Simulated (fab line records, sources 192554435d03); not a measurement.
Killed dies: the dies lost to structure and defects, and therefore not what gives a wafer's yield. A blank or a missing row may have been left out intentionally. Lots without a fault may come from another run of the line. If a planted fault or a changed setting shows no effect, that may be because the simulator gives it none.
fab line records	flow n5Finfet
record lots=6	wafers=18	lastDay=18
route steps=1938 shown MIM_BOT_LITHO@1855 MIM_BOT_ETCH@1866 PASSIVATION@1936
lots untouched by any fault: they come from a run of this same line in which no faults occurred
startH: start of the lot's first displayed wafer, in hours after the record's first day	waitH: time in hours since the lot's previous step	" same as the row above	L1.1+2: a single row standing in for several wafers	- either no value or no given start	* or withheld: withheld	< > ~ a bound
route shown NAME@n: a module of which the file shows steps, and the number in the route of the first	usual: mean/standard deviation of fault-free wafers	same: alike in all rows	chamber/n: place in a boat	sites: per-site readings	_std_site: how widely they spread, as a standard deviation	_edge_site: inner sites' mean taken away from outer sites' mean	radiusMm: how far each site lies from the wafer's centre	mask NAME#n: copy n	behind: tool/chamber where the wafer was last shaped	hold: cause of the lot's hold/its duration in hours/its outcome	device: the n, p or np transistor that did not switch	end of line: tests of these same wafers at the route's end	a step with no rows: only its recipe	killed: count of dies lost to structure and defects at first sort (not the wafer's yield)	map: shows each die of a wafer: x if killed, . if not, _ if none is there
set.NAME: the setting that was run; set.NAME@STEP: the one run at that earlier step	model.NAME: the simulator's own value behind a step, which no gauge read
lots at selected steps of the route; one table per step, one row per wafer
services: from which hour (startH, from the record's first day; less than 0 if before it) a tool's chamber was out of use, for how many hours, and why
## steps
# step N5_MIM_BOT_LITHO_COAT_02
# recipe spinRpm=*	resistThkNm=*
# step N5_MIM_BOT_LITHO_EBR_04
# recipe solvent=PGMEA	ebrWidthMm=1.5
# step N5_MIM_BOT_LITHO_SOFTBAKE_03
# recipe tempC=100	timeS=90
# step N5_MIM_BOT_LITHO_EXPOSE_05
# recipe maskId=MIM_BOT	na=0.55	sourceShape=conventional	sigmaOuter=0.8	polarization=unpolarized	doseMj=24.25
# step N5_MIM_BOT_LITHO_PEB_06
# recipe pebTempC=withheld	pebTimeS=*
# step N5_MIM_BOT_LITHO_DEVELOP_07
# recipe developTimeS=60	rinseLiquid=diw	dry=airSpin	devTempC=21
# step N5_MIM_BOT_LITHO_HARDBAKE_09
# recipe tempC=130	timeS=120
# step N5_MIM_BOT_LITHO_CD_MEAS_08
# recipe targetCdNm=3000	landingEnergyEv=500	detector=seInlens	polarity=opening
# usual cdNm=3001.5/2.1
lot.wafer	tool	chamber	startH	waitH	cdNm
L123.1	cdSem-03	0	306.75	-	2998.9
L123.3	"	0	"	"	3000.0
L123.5	"	0	"	"	3001.8
L124.1	cdSem-01	0	314.87	-	3000.2
L124.5	"	0	"	"	3003.6
L124.6	"	0	"	"	2997.7
L127.2	cdSem-01	0	344.23	-	3005.1
L127.3	"	0	"	"	3001.8
L127.6	"	0	"	"	3002.0
L130.1	cdSem-01	0	381.84	-	2998.6
L130.2	"	0	"	"	3003.2
L130.5	"	0	"	"	3003.2
L133.2	cdSem-03	0	382.70	-	3001.8
L133.3	"	0	"	"	3005.0
L133.5	"	0	"	"	2999.9
L137.2	cdSem-02	0	424.54	-	3001.6
L137.3	"	0	"	"	3000.2
L137.4	"	0	"	"	3004.5
# step N5_MIM_BOT_LITHO_OVL_MEAS_11
# recipe pointsPerWafer=44
# usual MIM_BOT_OVL=3/5.3
lot.wafer	tool	chamber	startH	waitH	MIM_BOT_OVL[nm]
L123.1	overlay-02	0	306.78	0.0	1
L123.3	"	0	"	"	10
L123.5	"	0	"	"	0
L124.1	overlay-01	0	314.90	0.0	-5
L124.5	"	0	"	"	3
L124.6	"	0	"	"	-2
L127.2	overlay-02	0	344.26	0.0	-12
L127.3	"	0	"	"	-5
L127.6	"	0	"	"	-5
L130.1	overlay-01	0	381.87	0.0	-1
L130.2	"	0	"	"	-2
L130.5	"	0	"	"	2
L133.2	overlay-01	0	382.73	0.0	9
L133.3	"	0	"	"	8
L133.5	"	0	"	"	9
L137.2	overlay-02	0	424.57	0.0	6
L137.3	"	0	"	"	6
L137.4	"	0	"	"	13
# step N5_MIM_BOT_LITHO_INSPECT_12
# recipe mode=adi	inspectInstrument=macro
# usual rawDefectCount=2.0/1.5
lot.wafer	tool	chamber	startH	waitH	rawDefectCount
L123.1	defectInspect-02	-	306.80	0.0	2
L123.3	"	-	"	"	2
L123.5	"	-	"	"	4
L124.1	defectInspect-02	-	314.92	0.0	4
L124.5	"	-	"	"	1
L124.6	"	-	"	"	2
L127.2	defectInspect-02	-	344.28	0.0	2
L127.3	"	-	"	"	1
L127.6	"	-	"	"	1
L130.1	defectInspect-02	-	381.89	0.0	2
L130.2	"	-	"	"	4
L130.5	"	-	"	"	3
L133.2	defectInspect-02	-	382.75	0.0	2
L133.3	"	-	"	"	4
L133.5	"	-	"	"	3
L137.2	defectInspect-02	-	424.59	0.0	3
L137.3	"	-	"	"	3
L137.4	"	-	"	"	4
# step N5_MIM_BOT_LITHO_DESCUM_10
# recipe chemistry=O2	timeS=7.9	sourcePowerW=50	biasPowerW=20	pressureMtorr=20	rfFrequencyHz=2.712e+07	tempC=40	o2FlowSccm=225
# usual chamberPressureMTorr=20.001/0.019	drypumpMotorCurrentA=5.8/0.46	oesProductAu=0.81/0.088	rfVppV=242.8/1.6	showerheadPlenumPTorr=2.08/0.094	throttleValvePct=20.31/0.23
# same timeS=7.9
lot.wafer	tool	chamber	startH	waitH	chamberPressureMTorr	drypumpMotorCurrentA	oesProductAu	rfHoursCounterH	rfVppV	showerheadPlenumPTorr	throttleValvePct
L123.1	rieDiel-04	1	306.84	0.0	19.990	5.3	0.67	234	240.0	1.99	20.14
L123.3	"	0	"	"	20.037	5.6	0.89	30	245.9	2.25	20.17
L123.5	"	0	"	"	20.016	5.6	0.90	-	244.3	2.25	20.19
L124.1	rieDiel-04	1	315.02	0.1	20.029	5.2	0.66	237	241.2	1.99	20.17
L124.5	"	3	"	"	20.019	5.3	0.81	-	242.7	2.02	19.98
L124.6	"	0	"	"	19.974	5.6	0.89	-	245.2	2.25	20.17
L127.2	rieDiel-06	1	344.79	0.5	19.976	6.0	0.89	37	241.4	2.06	20.54
L127.3	"	0	"	"	19.999	6.6	0.85	43	242.6	2.04	20.33
L127.6	"	1	"	"	20.023	6.0	0.90	-	241.6	2.06	20.53
L130.1	rieDiel-04	3	382.00	0.1	19.980	5.3	0.78	107	243.0	2.01	20.01
L130.2	"	2	"	"	19.981	5.8	0.66	254	242.5	2.16	20.81
L130.5	"	0	"	"	20.025	5.6	0.84	-	245.3	2.23	20.21
L133.2	rieDiel-04	2	382.79	0.0	19.959	5.8	0.67	254	244.2	2.16	20.80
L133.3	"	0	"	"	19.991	5.6	0.85	63	245.4	2.23	20.20
L133.5	"	3	"	"	19.997	5.4	0.79	-	242.1	2.01	20.01
L137.2	rieDiel-06	1	424.62	0.0	20.014	6.0	0.84	68	240.6	2.05	20.59
L137.3	"	0	"	"	20.004	6.6	0.81	73	242.8	2.03	20.38
L137.4	"	3	"	"	19.977	6.5	0.75	142	242.2	1.98	20.29
# step N5_MIM_BOT_ETCH_ETCH_04
# recipe chemistry=CF4/O2	target=SiNx	targetDepthA=260	timeS=13	ionEnergyEv=100	pressureMtorr=40	sourceW=535	biasW=49	Ar_flow_sccm=100	cf4FlowSccm=100	O2_flow_sccm=10
# usual biasW=49.02/0.14	chamberPressureMTorr=40.00/0.037	drypumpMotorCurrentA=5.8/0.46	oes_o_777_au=0.83/0.081	oesProductAu=0.82/0.087	rfVppV=238/5.7	showerheadPlenumPTorr=2.19/0.088	throttleValvePct=15.86/0.2
# same timeS=13
lot.wafer	tool	chamber	startH	waitH	biasW	chamberPressureMTorr	drypumpMotorCurrentA	oes_o_777_au	oesProductAu	rfHoursCounterH	rfVppV	showerheadPlenumPTorr	throttleValvePct
L123.1	rieDiel-04	1	306.90	0.0	49.06	40.07	5.2	0.69	0.67	234	237	2.10	15.84
L123.3	"	0	"	"	49.00	39.97	5.6	0.93	0.89	30	239	2.34	15.59
L123.5	"	0	"	"	49.18	40.03	5.7	0.94	0.89	-	239	2.34	15.57
L124.1	rieDiel-04	1	315.08	0.0	48.81	39.95	5.2	0.69	0.67	237	237	2.09	15.86
L124.5	"	3	"	"	49.06	39.95	5.4	0.83	0.82	-	237	2.14	15.63
L124.6	"	0	"	"	49.09	40.01	5.6	0.93	0.89	-	240	2.34	15.58
L127.2	rieDiel-06	1	344.86	0.0	49.02	40.00	6.0	0.89	0.90	37	242	2.15	15.98
L127.3	"	0	"	"	49.03	40.03	6.6	0.86	0.86	43	236	2.17	16.00
L127.6	"	1	"	"	49.05	40.02	6.0	0.91	0.91	-	243	2.15	15.99
L130.1	rieDiel-04	3	382.06	0.0	49.21	40.00	5.4	0.81	0.79	107	237	2.13	15.68
L130.2	"	2	"	"	49.07	39.95	5.8	0.70	0.68	254	234	2.24	16.23
L130.5	"	0	"	"	48.85	39.96	5.6	0.89	0.84	-	239	2.33	15.65
L133.2	rieDiel-04	2	382.85	0.0	49.20	39.99	5.8	0.71	0.67	254	234	2.24	16.23
L133.3	"	0	"	"	49.05	39.99	5.6	0.88	0.84	63	237	2.33	15.65
L133.5	"	3	"	"	49.06	39.99	5.3	0.81	0.79	-	236	2.13	15.68
L137.2	rieDiel-06	1	424.69	0.0	49.14	40.01	6.0	0.87	0.87	68	241	2.14	16.07
L137.3	"	0	"	"	49.22	40.08	6.6	0.81	0.83	73	238	2.16	16.06
L137.4	"	3	"	"	48.84	39.98	6.4	0.78	0.81	142	226	2.09	15.89
# step N5_MIM_BOT_ETCH_ETCH_03
# recipe chemistry=Cl2/BCl3	targetDepthA=120	pressureMtorr=8	icpW=800	biasW=100	Cl2_flow_sccm=20	bcl3FlowSccm=80
# usual biasW=100.00/0.29	chamberPressureMTorr=8.000/0.007	drypumpMotorCurrentA=5.55/0.2	oesProductAu=0.80/0.066	throttleValvePct=27.68/0.24
lot.wafer	tool	chamber	startH	waitH	biasW	chamberPressureMTorr	drypumpMotorCurrentA	oesProductAu	rfHoursCounterH	throttleValvePct
L123.1	rieMetal-02	0	306.99	0.1	100.09	8.003	5.51	0.87	7	27.56
L123.3	"	0	"	"	100.44	8.004	5.52	0.86	-	27.56
L123.5	"	1	"	"	99.74	7.990	5.32	0.85	-	27.97
L124.1	rieMetal-01	1	315.18	0.1	99.57	7.989	5.63	0.84	25	27.48
L124.5	"	0	"	"	100.12	7.984	5.89	0.75	-	27.51
L124.6	"	1	"	"	99.67	7.991	5.58	0.83	-	27.47
L127.2	rieMetal-01	1	344.95	0.1	100.45	7.994	5.61	0.82	26	27.47
L127.3	"	1	"	"	100.57	8.003	5.57	0.83	-	27.49
L127.6	"	1	"	"	100.05	8.007	5.60	0.82	-	27.49
L130.1	rieMetal-02	1	382.21	0.1	94.10	7.995	5.30	0.81	36	27.98
L130.2	"	0	"	"	93.74	7.987	5.51	0.83	14	27.56
L130.5	"	1	"	"	93.93	8.004	5.32	0.82	-	28.00
L133.2	rieMetal-02	1	382.94	0.1	93.75	8.010	5.34	0.80	36	28.00
L133.3	"	0	"	"	93.69	7.996	5.49	0.82	-	27.56
L133.5	"	1	"	"	93.38	7.994	5.32	0.81	-	27.98
L137.2	rieMetal-01	1	424.78	0.1	100.39	8.003	5.58	0.80	33	27.50
L137.3	"	1	"	"	100.44	8.003	5.61	0.79	-	27.47
L137.4	"	0	"	"	100.17	7.992	5.93	0.72	-	27.52
# step N5_MIM_BOT_ETCH_ETCH_00
# recipe chemistry=Cl2/BCl3	target=TiN	targetDepthA=455	ionEnergyEv=150	pressureMtorr=10	icpW=1000	biasW=126	Cl2_flow_sccm=53.25	bcl3FlowSccm=21.75	Ar_flow_sccm=25
# usual biasW=126.0/0.4	chamberPressureMTorr=10.001/0.0083	drypumpMotorCurrentA=5.55/0.19	oesProductAu=0.80/0.066	throttleValvePct=21.97/0.16
lot.wafer	tool	chamber	startH	waitH	biasW	chamberPressureMTorr	drypumpMotorCurrentA	oesProductAu	rfHoursCounterH	throttleValvePct
L123.1	rieMetal-02	0	307.08	0.1	125.3	10.015	5.49	0.87	8	21.99
L123.3	"	0	"	"	125.2	9.996	5.47	0.87	-	21.96
L123.5	"	1	"	"	125.7	9.990	5.33	0.84	-	22.10
L124.1	rieMetal-01	1	315.27	0.1	125.7	9.994	5.59	0.83	25	21.76
L124.5	"	0	"	"	125.6	9.985	5.81	0.74	-	21.87
L124.6	"	1	"	"	125.4	9.999	5.58	0.82	-	21.75
L127.2	rieMetal-01	1	345.04	0.1	125.8	10.010	5.60	0.83	26	21.73
L127.3	"	1	"	"	126.1	9.990	5.58	0.83	-	21.74
L127.6	"	1	"	"	125.8	10.006	5.59	0.83	-	21.72
L130.1	rieMetal-02	1	382.30	0.1	125.3	10.001	5.35	0.82	36	22.09
L130.2	"	0	"	"	126.4	9.994	5.48	0.83	14	22.01
L130.5	"	1	"	"	126.2	10.001	5.30	0.82	-	22.09
L133.2	rieMetal-02	1	383.03	0.1	126.3	9.996	5.34	0.83	37	22.11
L133.3	"	0	"	"	125.7	10.000	5.51	0.83	-	21.99
L133.5	"	1	"	"	126.1	10.000	5.34	0.82	-	22.10
L137.2	rieMetal-01	1	424.87	0.1	125.5	9.994	5.58	0.79	33	21.77
L137.3	"	1	"	"	125.2	10.006	5.60	0.79	-	21.78
L137.4	"	0	"	"	126.2	9.989	5.88	0.72	-	21.88
# step N5_PASSIVATION_PROBE_49
# usual defectLimitedYield=91.1/1.5	killed_at_M0_to_M3=37/11	killed_at_M4_up=13/5.6	killedAtContacts=12/5.6	killedAtFrontEnd=39/11	killedAtOther=4/3.1	killedDies=105/18	killedOpen=69/13	killedShort=35/7.4	sort_bin_5_function=5.1/0.92	sort_bin_6_memory=3.4/0.76	sort_bin_8_speed=0.02/0.11	sortNPass=1075/18	sortYieldPct=91.1/1.5
# same grossDies=1180	killedAtBackSide=0	sort_bin_4_leakage[%]=0
lot.wafer	tool	chamber	startH	waitH	defectLimitedYield[%]	killed_at_M0_to_M3	killed_at_M4_up	killedAtContacts	killedAtFrontEnd	killedAtOther	killedDies	killedOpen	killedShort	sort_bin_5_function[%]	sort_bin_6_memory[%]	sort_bin_8_speed[%]	sortNPass	sortYieldPct[%]
L123.1	prober-01	-	315.84	0.0	91.4	40	5	13	34	9	101	71	30	4.6	3.6	0	1079	91.4
L123.3	prober-01	-	315.94	0.1	89.2	61	9	7	46	5	128	69	58	6.6	3.6	0	1052	89.2
L123.5	prober-01	-	316.04	0.2	90.1	44	6	14	48	5	117	68	48	6.2	3.5	0	1063	90.1
L133.2	prober-02	-	391.87	0.1	90.0	47	17	24	29	1	118	72	45	6.1	3.6	0	1062	90.0
L133.3	prober-02	-	391.92	0.1	91.9	29	8	11	45	3	96	70	25	3.9	3.8	0	1084	91.9
L133.5	prober-02	-	392.02	0.2	90.3	48	16	3	44	4	115	78	37	5.5	4.0	0	1065	90.3
# killed by level:class
L123.1 FIN_SAQP:geometricParticle:open=13 MOL_CONTACT_COAG:geometricParticle:open=13 BEOL_M0_SAQP:geometricParticle:open=10 FIN_SAQP:geometricParticle:short=8 BEOL_M0_SAQP:geometricParticle:short=7 BEOL_M2:geometricParticle:open=6 BEOL_M1:geometricParticle:open=5 STI_FIN_REVEAL:geometricParticle:open=4
L123.3 FIN_SAQP:geometricParticle:short=15 BEOL_M0_SAQP:geometricParticle:short=13 BEOL_M0_SAQP:geometricParticle:open=12 BEOL_M2:geometricParticle:open=11 BEOL_M2:geometricParticle:short=11 FIN_SAQP:geometricParticle:open=8 STI_FIN_REVEAL:geometricParticle:open=8 BEOL_M3:geometricParticle:open=6
L123.5 FIN_SAQP:geometricParticle:short=12 MOL_CONTACT_COAG:geometricParticle:open=12 BEOL_M2:geometricParticle:open=10 STI_FIN_REVEAL:geometricParticle:open=8 BEOL_M0_SAQP:geometricParticle:short=8 BEOL_M0_SAQP:geometricParticle:open=7 FIN_SAQP:geometricParticle:open=6 BEOL_M0:geometricParticle:open=6
L133.2 MOL_CONTACT_COAG:geometricParticle:open=23 BEOL_M0_SAQP:geometricParticle:short=10 BEOL_M3:geometricParticle:open=8 GATE_CUT:geometricParticle:short=7 BEOL_M2:geometricParticle:open=7 BEOL_M2:geometricParticle:short=6 BEOL_M4:geometricParticle:open=6 BEOL_M1:geometricParticle:open=5
L133.3 FIN_SAQP:geometricParticle:open=12 BEOL_M3:geometricParticle:open=12 MOL_CONTACT_COAG:geometricParticle:open=9 STI_FIN_REVEAL:geometricParticle:open=7 DUMMY_GATE:geometricParticle:open=5 GATE_CUT:geometricParticle:open=5 BEOL_M1:geometricParticle:open=4 GATE_CUT:geometricParticle:short=3
L133.5 BEOL_M2:geometricParticle:open=13 FIN_SAQP:geometricParticle:open=10 BEOL_M4:geometricParticle:open=10 STI_FIN_REVEAL:geometricParticle:open=7 BEOL_M0_SAQP:geometricParticle:open=7 GATE_CUT:geometricParticle:short=6 BEOL_M1:geometricParticle:open=6 DUMMY_GATE:geometricParticle:open=5
## services
tool	chamber	startH	hours	kind
rieDiel-06	2	294.86	13.9	repair
rieDiel-04	2	302.94	7.1	repair
rieDiel-04	2	310.68	4.4	repair
rieMetal-01	1	320.81	10.9	repair
rieDiel-06	2	334.08	-	clean
rieDiel-06	2	334.08	-	consumableReplace:focusRing
rieDiel-06	2	334.08	-	consumableReplace:showerhead
rieDiel-06	2	334.08	21.2	scheduledDown
rieDiel-06	2	334.08	21.2	ventCycle
rieMetal-02	1	343.36	2.2	repair
rieDiel-04	3	347.13	14.3	repair
rieDiel-06	3	352.68	16.5	repair
rieDiel-04	1	361.41	-	clean
rieDiel-04	1	361.41	-	consumableReplace:focusRing
rieDiel-04	1	361.41	-	consumableReplace:showerhead
rieDiel-04	1	361.41	23.5	scheduledDown
rieDiel-04	1	361.41	23.5	ventCycle
rieDiel-04	2	400.23	9.9	repair
rieDiel-04	2	410.23	-	clean
rieDiel-04	2	410.23	-	consumableReplace:focusRing
## key
firstSign step=N5_MIM_BOT_ETCH_ETCH_03	reading=biasW	direction=down	sigmas=22	usual=*	struck=*
effect none on later readings
metAt N5_MIM_BOT_ETCH_ETCH_03
struckWafers L130.1,L130.2,L130.5,L133.2,L133.3,L133.5
onsetBetween 306.99 382.21
fault kind=processParameterDrift	tool=rieMetal-02	chamber=-	onsetH=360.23	steps=N5_MIM_BOT_ETCH_ETCH_03	channel=biasW	offset=*	shape=step	endH=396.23	actsIn=*	stated=*
